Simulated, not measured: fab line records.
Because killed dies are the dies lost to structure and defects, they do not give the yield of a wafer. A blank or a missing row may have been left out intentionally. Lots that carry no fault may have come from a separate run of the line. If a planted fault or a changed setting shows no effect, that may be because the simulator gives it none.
What tool caused it? / flow n5_finfet / at 1 step of a route of 1938, 11 lots with 33 wafers sampled

WHAT EACH GAUGE READ, for each wafer
N5_FIN_SAQP_OCD_MEAS_76.
lot=L075; measured=day 2 08:26; on=ocd-02; trench_depth_nm (nm)=122.6 118.1 116.2
lot=L078; measured=day 3 01:48; on=ocd-02; trench_depth_nm (nm)=119.6 120.1 123.9
lot=L080; measured=day 3 15:22; on=ocd-01; trench_depth_nm (nm)=120.8 119.6 120.1
lot=L082; measured=day 4 01:51; on=ocd-02; trench_depth_nm (nm)=115.5 119.2 115.7
lot=L084; measured=day 4 15:52; on=ocd-01; trench_depth_nm (nm)=119.8 119.6 118.2
lot=L086; measured=day 5 05:32; on=ocd-01; trench_depth_nm (nm)=119.4 118.8 118.3
lot=L088; measured=day 5 14:13; on=ocd-01; trench_depth_nm (nm)=123.4 118.9 117.9
lot=L090; measured=day 6 02:38; on=ocd-01; trench_depth_nm (nm)=117.5 119.5 120.3
lot=L092; measured=day 6 13:50; on=ocd-01; trench_depth_nm (nm)=120.5 120.1 120.7
lot=L094; measured=day 7 02:38; on=ocd-02; trench_depth_nm (nm)=121.0 124.0 119.1
lot=L096; measured=day 7 15:58; on=ocd-02; trench_depth_nm (nm)=123.4 119.9 122.7

EACH LOT AND THE TOOL THAT RAN IT (in order: tool; ch and the chambers of the sampled wafers; start)
There is no process step in the record ahead of these readings.

THE ANSWER, worked out from the rows above alone
Rule: the usual values come from the lots themselves. The widest of any qualifying gaps counts: lots, ordered by their means at a reading, are off when they make up no more than a third of the lots, leave a main group of 4 or more, and stand apart from it by 3 or more times the standard deviation of that group's means. If all means in a main group match to the digits the tables above print for the reading, that group is not used. Also off: a lot with no number at a reading for which 4 or more lots have one. Any other lot the step has rows for is counted as sound.
Nothing can be told from this: no lot is off at any reading shown.

WHAT THE SIMULATOR PUT IN
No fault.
